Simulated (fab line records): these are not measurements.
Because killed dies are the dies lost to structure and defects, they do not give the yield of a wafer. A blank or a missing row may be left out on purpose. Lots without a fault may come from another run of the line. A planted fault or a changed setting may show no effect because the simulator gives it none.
Commonality check across tools	flow nand-harc	14 lots, 42 wafers sampled

== WHY THIS WAS OPENED ==
Flagged at NHARC_A_ONON_D2_THK_MEAS_05: reading thk-nm, on 2 of 14 lots. Wafers without a fault read 997 nm, standard deviation 9.9.
Rule: flag the lot when none of its wafers has a number, or when each of its wafers that has one lies beyond 4 standard deviations from that mean. All remaining lots are regarded as sound.

lot	measured	on	thk-nm (nm), wafer by wafer	flag
L420	day 11 15:18	film-metro-02	981 984 982	
L419	day 11 15:25	film-metro-01	1000 999 1002	
L421	day 12 10:19	film-metro-02	1001 1002 1002	
L423	day 12 21:41	film-metro-02	1019 1018 1017	
L425	day 14 01:30	film-metro-02	1001 1000 1000	
L429	day 15 22:44	film-metro-01	1159 1159 1160	FLAGGED
L431	day 16 17:56	film-metro-01	1157 1154 1156	FLAGGED
L434	day 17 06:29	film-metro-02	1004 1004 1004	
L436	day 18 12:44	film-metro-01	985 984 985	
L439	day 19 10:55	film-metro-01	1006 1004 1006	
L438	day 19 10:55	film-metro-02	1002 1002 1005	
L440	day 20 10:07	film-metro-02	1005 1003 1005	
L441	day 20 10:08	film-metro-01	1002 1001 1000	
L442	day 20 19:33	film-metro-01	1003 1005 1005	
The numbers of the flagged lots are 1158 nm on average: +160 nm against the usual, or +16 standard deviations.

== TOOL THAT RAN EACH LOT ==
2 process steps preceding the reading are held in the record, out of 1302 steps in the route. In each cell: the tool, then ch and the chambers that the sampled wafers went through, then the start.
lot	flag	NHARC_A_CHANNEL_FILL_D1_ALD_14	NHARC_A_ONON_D2_DEP_03
L420		ald-hk-04 ch 0,1,2, day 8 06:58	pecvd-onon-04 ch 0, day 11 14:55
L419		ald-hk-04 ch 0,1,2, day 8 09:45	pecvd-onon-02 ch 0, day 11 14:58
L421		ald-hk-01 ch 0,3, day 9 05:26	pecvd-onon-03 ch 0, day 12 09:52
L423		ald-hk-03 ch 0,1,3, day 9 17:04	pecvd-onon-04 ch 0, day 12 21:11
L425		ald-hk-03 ch 0,2,3, day 10 18:08	pecvd-onon-04 ch 0, day 14 00:59
L429	FLAGGED	ald-hk-04 ch 0,1,3, day 12 15:58	pecvd-onon-03 ch 0, day 15 22:14
L431	FLAGGED	ald-hk-03 ch 1,2, day 13 10:34	pecvd-onon-03 ch 0, day 16 17:28
L434		ald-hk-01 ch 1,2, day 14 03:25	pecvd-onon-04 ch 0, day 17 06:05
L436		ald-hk-03 ch 1,2, day 15 11:36	pecvd-onon-04 ch 0, day 18 12:13
L439		ald-hk-01 ch 0,3, day 16 04:32	pecvd-onon-04 ch 0, day 19 10:34
L438		ald-hk-03 ch 0,1,2, day 16 04:31	pecvd-onon-02 ch 0, day 19 10:27
L440		ald-hk-03 ch 0,1,2, day 17 03:23	pecvd-onon-04 ch 0, day 20 09:40
L441		ald-hk-04 ch 0,1,2, day 17 03:23	pecvd-onon-02 ch 0, day 20 09:37
L442		ald-hk-03 ch 0,2,3, day 17 11:49	pecvd-onon-02 ch 0, day 20 19:02
These steps, and what they do:
- NHARC_A_CHANNEL_FILL_D1_ALD_14: deposits SiO2, target thk 2.5 nm, pulse time 10 s, ald cycles 25.
- NHARC_A_ONON_D2_DEP_03: target thk 1000 nm.
- NHARC_A_ONON_D2_THK_MEAS_05: measures by ellipsometry.

== FLAGGED AGAINST TOTAL, ONE TOOL AT A TIME (gauges that did the reading follow at the end) ==
step	tool	lots run	flagged	share of the flagged lots	sound lots run after its first flagged lot
NHARC_A_CHANNEL_FILL_D1_ALD_14	ald-hk-01	3	0	none	-
NHARC_A_CHANNEL_FILL_D1_ALD_14	ald-hk-03	7	1	some	4 (L436,L438,L440,L442)
NHARC_A_CHANNEL_FILL_D1_ALD_14	ald-hk-04	4	1	some	1 (L441)
NHARC_A_ONON_D2_DEP_03	pecvd-onon-02	4	0	none	-
NHARC_A_ONON_D2_DEP_03	pecvd-onon-03	3	2	all	0
NHARC_A_ONON_D2_DEP_03	pecvd-onon-04	7	0	none	-
NHARC_A_ONON_D2_THK_MEAS_05	film-metro-01	7	2	all	4 (L436,L439,L441,L442)
NHARC_A_ONON_D2_THK_MEAS_05	film-metro-02	7	0	none	-

== THE TABLE: WHAT IT ALLOWS ==
In 2 table rows, all flagged lots were run: pecvd-onon-03 (NHARC_A_ONON_D2_DEP_03), film-metro-01 (NHARC_A_ONON_D2_THK_MEAS_05).
- pecvd-onon-03 at NHARC_A_ONON_D2_DEP_03 ran 3 lots, 2 of them flagged. Last sound lot L421 at day 12 09:52, first flagged lot L429 at day 15 22:14; a fault beginning in between fits.
- film-metro-01 at NHARC_A_ONON_D2_THK_MEAS_05 ran 7 lots, 2 of them flagged. Sound lots ran on it after the first flagged one (L436, L439, L441, L442), which a lasting fault on the whole tool wouldn't allow.
Left over: one tool, pecvd-onon-03 at NHARC_A_ONON_D2_DEP_03.

== WHAT WAS PUT IN BY THE SIMULATOR ==
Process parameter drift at NHARC_A_ONON_D2_DEP_03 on pecvd-onon-03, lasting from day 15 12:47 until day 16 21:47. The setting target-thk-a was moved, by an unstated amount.
Struck lots among those shown: L429, L431. The rule given above showed the same thing.
